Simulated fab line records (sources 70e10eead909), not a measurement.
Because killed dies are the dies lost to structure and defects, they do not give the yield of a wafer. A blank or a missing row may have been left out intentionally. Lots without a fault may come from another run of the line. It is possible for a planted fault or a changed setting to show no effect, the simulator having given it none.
Which of the tools did it? || flow nand_harc || 39 wafers from 13 lots sampled at 5 of the route's 1302 steps

## WHAT THE GAUGES READ, wafer by wafer
NHARC_P_ZERO_WELL_CD_MEAS_24: target cd 720 nm. Usual: cd_nm reads 719.8 nm (standard deviation 1.4).
{"lot": "L200", "measured": "day 1 22:35", "on": "cd_sem-02", "cd_nm (nm)": "720.5 721.0 719.7", "flag": ""}
{"lot": "L201", "measured": "day 2 09:10", "on": "cd_sem-02", "cd_nm (nm)": "718.9 717.3 719.8", "flag": ""}
{"lot": "L202", "measured": "day 2 18:34", "on": "cd_sem-03", "cd_nm (nm)": "720.4 721.9 720.8", "flag": ""}
{"lot": "L205", "measured": "day 4 00:28", "on": "cd_sem-02", "cd_nm (nm)": "705.3 706.4 705.5 705.4 706.1 705.9", "flag": "OFF"}
{"lot": "L208", "measured": "day 5 06:37", "on": "cd_sem-03", "cd_nm (nm)": "720.7 719.0 716.6", "flag": ""}
{"lot": "L211", "measured": "day 6 12:28", "on": "cd_sem-02", "cd_nm (nm)": "721.3 722.3 721.2", "flag": ""}
{"lot": "L216", "measured": "day 8 14:27", "on": "cd_sem-02", "cd_nm (nm)": "720.9 720.2 721.7", "flag": ""}
{"lot": "L217", "measured": "day 9 00:38", "on": "cd_sem-01", "cd_nm (nm)": "720.4 720.5 719.5", "flag": ""}
{"lot": "L218", "measured": "day 9 10:35", "on": "cd_sem-01", "cd_nm (nm)": "722.7 721.6 721.5", "flag": ""}
{"lot": "L219", "measured": "day 9 20:28", "on": "cd_sem-02", "cd_nm (nm)": "722.0 721.2 719.5", "flag": ""}
{"lot": "L220", "measured": "day 10 06:29", "on": "cd_sem-02", "cd_nm (nm)": "718.9 717.1 718.4", "flag": ""}
{"lot": "L221", "measured": "day 10 16:28", "on": "cd_sem-01", "cd_nm (nm)": "718.2 720.5 720.0", "flag": ""}
{"lot": "L223", "measured": "day 11 12:20", "on": "cd_sem-01", "cd_nm (nm)": "719.5 718.1 719.7", "flag": ""}

NHARC_P_STI_CD_MEAS_16. Usual: cd_nm reads 199.6 nm (standard deviation 1.8).
{"lot": "L200", "measured": "day 3 01:17", "on": "cd_sem-02", "cd_nm (nm)": "200.7 197.4 198.4", "flag": ""}
{"lot": "L201", "measured": "day 3 10:25", "on": "cd_sem-02", "cd_nm (nm)": "197.9 198.6 198.6", "flag": ""}
{"lot": "L202", "measured": "day 3 17:54", "on": "cd_sem-02", "cd_nm (nm)": "199.7 201.3 202.4", "flag": ""}
{"lot": "L205", "measured": "day 4 20:51", "on": "cd_sem-01", "cd_nm (nm)": "200.6 203.1 202.4", "flag": ""}
{"lot": "L208", "measured": "day 6 04:01", "on": "cd_sem-02", "cd_nm (nm)": "200.4 198.4 199.3", "flag": ""}
{"lot": "L211", "measured": "day 7 10:53", "on": "cd_sem-02", "cd_nm (nm)": "201.2 200.9 201.2", "flag": ""}
{"lot": "L216", "measured": "day 9 12:12", "on": "cd_sem-02", "cd_nm (nm)": "200.7 199.8 198.2", "flag": ""}
{"lot": "L217", "measured": "day 9 20:56", "on": "cd_sem-03", "cd_nm (nm)": "199.0 197.2 200.1", "flag": ""}
{"lot": "L218", "measured": "day 10 08:12", "on": "cd_sem-03", "cd_nm (nm)": "200.9 202.9 200.7", "flag": ""}
{"lot": "L219", "measured": "day 10 19:57", "on": "cd_sem-02", "cd_nm (nm)": "198.7 201.1 199.8", "flag": ""}
{"lot": "L220", "measured": "day 11 06:16", "on": "cd_sem-03", "cd_nm (nm)": "202.0 197.4 200.1", "flag": ""}
{"lot": "L221", "measured": "day 11 14:54", "on": "cd_sem-03", "cd_nm (nm)": "200.2 199.6 198.4", "flag": ""}
{"lot": "L223", "measured": "day 12 12:56", "on": "cd_sem-02", "cd_nm (nm)": "197.9 200.9 201.0", "flag": ""}

NHARC_P_STI_OCD_MEAS_17. Usual: trench_depth_nm 299.0 nm, standard deviation 2.8; trench_foot_cd_nm 158.3 nm, standard deviation 1.6.
{"lot": "L200", "measured": "day 3 01:22", "on": "ocd-01", "trench_depth_nm (nm)": "297.7 298.0 295.4", "trench_foot_cd_nm (nm)": "159.1 156.2 158.2", "flag": ""}
{"lot": "L201", "measured": "day 3 10:30", "on": "ocd-02", "trench_depth_nm (nm)": "305.4 302.1 298.6", "trench_foot_cd_nm (nm)": "155.3 156.1 157.3", "flag": ""}
{"lot": "L202", "measured": "day 3 17:59", "on": "ocd-02", "trench_depth_nm (nm)": "306.4 304.4 304.5", "trench_foot_cd_nm (nm)": "157.4 158.6 160.3", "flag": ""}
{"lot": "L205", "measured": "day 4 20:56", "on": "ocd-02", "trench_depth_nm (nm)": "303.1 301.8 299.9", "trench_foot_cd_nm (nm)": "157.5 161.0 159.6", "flag": ""}
{"lot": "L208", "measured": "day 6 04:06", "on": "ocd-01", "trench_depth_nm (nm)": "295.8 300.0 300.3", "trench_foot_cd_nm (nm)": "159.2 157.0 158.7", "flag": ""}
{"lot": "L211", "measured": "day 7 10:58", "on": "ocd-01", "trench_depth_nm (nm)": "298.7 297.8 299.5", "trench_foot_cd_nm (nm)": "159.3 159.7 159.1", "flag": ""}
{"lot": "L216", "measured": "day 9 12:17", "on": "ocd-01", "trench_depth_nm (nm)": "297.7 298.0 295.9", "trench_foot_cd_nm (nm)": "159.1 159.2 157.5", "flag": ""}
{"lot": "L217", "measured": "day 9 21:01", "on": "ocd-01", "trench_depth_nm (nm)": "298.1 297.6 300.3", "trench_foot_cd_nm (nm)": "159.2 155.3 158.4", "flag": ""}
{"lot": "L218", "measured": "day 10 08:17", "on": "ocd-01", "trench_depth_nm (nm)": "294.6 297.4 297.9", "trench_foot_cd_nm (nm)": "160.7 161.4 159.5", "flag": ""}
{"lot": "L219", "measured": "day 10 20:02", "on": "ocd-02", "trench_depth_nm (nm)": "299.3 300.6 305.8", "trench_foot_cd_nm (nm)": "157.8 158.9 157.1", "flag": ""}
{"lot": "L220", "measured": "day 11 06:21", "on": "ocd-01", "trench_depth_nm (nm)": "300.4 297.9 296.1", "trench_foot_cd_nm (nm)": "160.8 156.4 159.3", "flag": ""}
{"lot": "L221", "measured": "day 11 14:59", "on": "ocd-02", "trench_depth_nm (nm)": "298.7 301.6 294.4", "trench_foot_cd_nm (nm)": "158.9 159.1 155.7", "flag": ""}
{"lot": "L223", "measured": "day 12 13:02", "on": "ocd-02", "trench_depth_nm (nm)": "298.8 296.1 298.0", "trench_foot_cd_nm (nm)": "157.5 160.2 159.8", "flag": ""}

NHARC_P_STI_OCD_MEAS_43. Usual: trench_depth_nm 298.9 nm, standard deviation 2.8; trench_foot_cd_nm 158.3 nm, standard deviation 1.6.
{"lot": "L200", "measured": "day 3 01:53", "on": "ocd-02", "trench_depth_nm (nm)": "297.9 297.6 296.1", "trench_foot_cd_nm (nm)": "159.3 156.3 157.8", "flag": ""}
{"lot": "L201", "measured": "day 3 11:01", "on": "ocd-01", "trench_depth_nm (nm)": "305.9 302.4 299.1", "trench_foot_cd_nm (nm)": "155.0 155.7 157.0", "flag": ""}
{"lot": "L202", "measured": "day 3 18:29", "on": "ocd-01", "trench_depth_nm (nm)": "306.2 303.9 304.5", "trench_foot_cd_nm (nm)": "157.6 158.4 160.5", "flag": ""}
{"lot": "L205", "measured": "day 4 21:26", "on": "ocd-01", "trench_depth_nm (nm)": "303.0 300.6 299.6", "trench_foot_cd_nm (nm)": "157.3 160.8 159.9", "flag": ""}
{"lot": "L208", "measured": "day 6 04:37", "on": "ocd-02", "trench_depth_nm (nm)": "295.9 301.1 300.5", "trench_foot_cd_nm (nm)": "159.2 157.2 158.4", "flag": ""}
{"lot": "L211", "measured": "day 7 11:29", "on": "ocd-02", "trench_depth_nm (nm)": "298.5 297.5 300.1", "trench_foot_cd_nm (nm)": "159.5 159.2 159.8", "flag": ""}
{"lot": "L216", "measured": "day 9 12:48", "on": "ocd-02", "trench_depth_nm (nm)": "298.1 297.9 295.9", "trench_foot_cd_nm (nm)": "158.5 159.4 157.7", "flag": ""}
{"lot": "L217", "measured": "day 9 21:31", "on": "ocd-02", "trench_depth_nm (nm)": "297.8 296.8 299.4", "trench_foot_cd_nm (nm)": "159.4 155.6 158.1", "flag": ""}
{"lot": "L218", "measured": "day 10 08:48", "on": "ocd-02", "trench_depth_nm (nm)": "294.1 297.4 297.5", "trench_foot_cd_nm (nm)": "160.8 161.7 160.4", "flag": ""}
{"lot": "L219", "measured": "day 10 20:32", "on": "ocd-01", "trench_depth_nm (nm)": "299.0 299.4 305.4", "trench_foot_cd_nm (nm)": "157.1 159.0 157.1", "flag": ""}
{"lot": "L220", "measured": "day 11 06:52", "on": "ocd-01", "trench_depth_nm (nm)": "299.6 297.5 295.7", "trench_foot_cd_nm (nm)": "160.3 156.5 158.5", "flag": ""}
{"lot": "L221", "measured": "day 11 15:29", "on": "ocd-01", "trench_depth_nm (nm)": "299.2 301.4 294.6", "trench_foot_cd_nm (nm)": "158.6 159.3 157.3", "flag": ""}
{"lot": "L223", "measured": "day 12 13:32", "on": "ocd-01", "trench_depth_nm (nm)": "298.6 296.0 298.2", "trench_foot_cd_nm (nm)": "156.7 160.4 159.5", "flag": ""}

## WHAT TOOL EACH LOT RAN ON (gives the tool, then ch and the chambers of the sampled wafers, and finally the start)
{"lot": "L200", "NHARC_P_ZERO_WELL_EXPOSE_21": "krf_scanner-02 ch 0, day 1 22:27"}
{"lot": "L201", "NHARC_P_ZERO_WELL_EXPOSE_21": "krf_scanner-04 ch 0, day 2 09:01"}
{"lot": "L202", "NHARC_P_ZERO_WELL_EXPOSE_21": "krf_scanner-03 ch 0, day 2 18:25"}
{"lot": "L205", "NHARC_P_ZERO_WELL_EXPOSE_21": "krf_scanner-03 ch 0, day 4 00:19"}
{"lot": "L208", "NHARC_P_ZERO_WELL_EXPOSE_21": "krf_scanner-03 ch 0, day 5 06:28"}
{"lot": "L211", "NHARC_P_ZERO_WELL_EXPOSE_21": "krf_scanner-03 ch 0, day 6 12:18"}
{"lot": "L216", "NHARC_P_ZERO_WELL_EXPOSE_21": "krf_scanner-03 ch 0, day 8 14:18"}
{"lot": "L217", "NHARC_P_ZERO_WELL_EXPOSE_21": "krf_scanner-02 ch 0, day 9 00:29"}
{"lot": "L218", "NHARC_P_ZERO_WELL_EXPOSE_21": "krf_scanner-03 ch 0, day 9 10:26"}
{"lot": "L219", "NHARC_P_ZERO_WELL_EXPOSE_21": "krf_scanner-03 ch 0, day 9 20:19"}
{"lot": "L220", "NHARC_P_ZERO_WELL_EXPOSE_21": "krf_scanner-03 ch 0, day 10 06:20"}
{"lot": "L221", "NHARC_P_ZERO_WELL_EXPOSE_21": "krf_scanner-02 ch 0, day 10 16:19"}
{"lot": "L223", "NHARC_P_ZERO_WELL_EXPOSE_21": "krf_scanner-02 ch 0, day 11 12:11"}
- NHARC_P_ZERO_WELL_EXPOSE_21: exposes mask P NWELL, target cd 720 nm.

## AS READ BY THE TOOLS THEMSELVES (means over the sampled wafers that have a number; for cases with no such wafer, the mark the record gives instead)
The record holds no such reading with a usual standard deviation.

## THE ANSWER, worked out from the rows above alone
Rule: take the mean of a lot's wafers that have a number; if it is more than 3 standard deviations from the usual mean, the lot is off. Also off: a lot with no number at a reading for which 4 or more lots have one. Any other lot the step has rows for is counted as sound. First the gauges in route order, then the tools' own readings, where a lot's mean is used as printed above. At the first step where some lot is off, the reading lying furthest off is the one used; lots without a number count as furthest.
Off at NHARC_P_ZERO_WELL_CD_MEAS_24 (cd_nm): L205.
A tool fits if, at a process step before that reading, it ran every lot that is off, and no sound lot after the first of them. The gauges at NHARC_P_ZERO_WELL_CD_MEAS_24 are tried like those tools. No candidate that was tried fits.

## WHAT HAD BEEN PUT IN BY THE SIMULATOR
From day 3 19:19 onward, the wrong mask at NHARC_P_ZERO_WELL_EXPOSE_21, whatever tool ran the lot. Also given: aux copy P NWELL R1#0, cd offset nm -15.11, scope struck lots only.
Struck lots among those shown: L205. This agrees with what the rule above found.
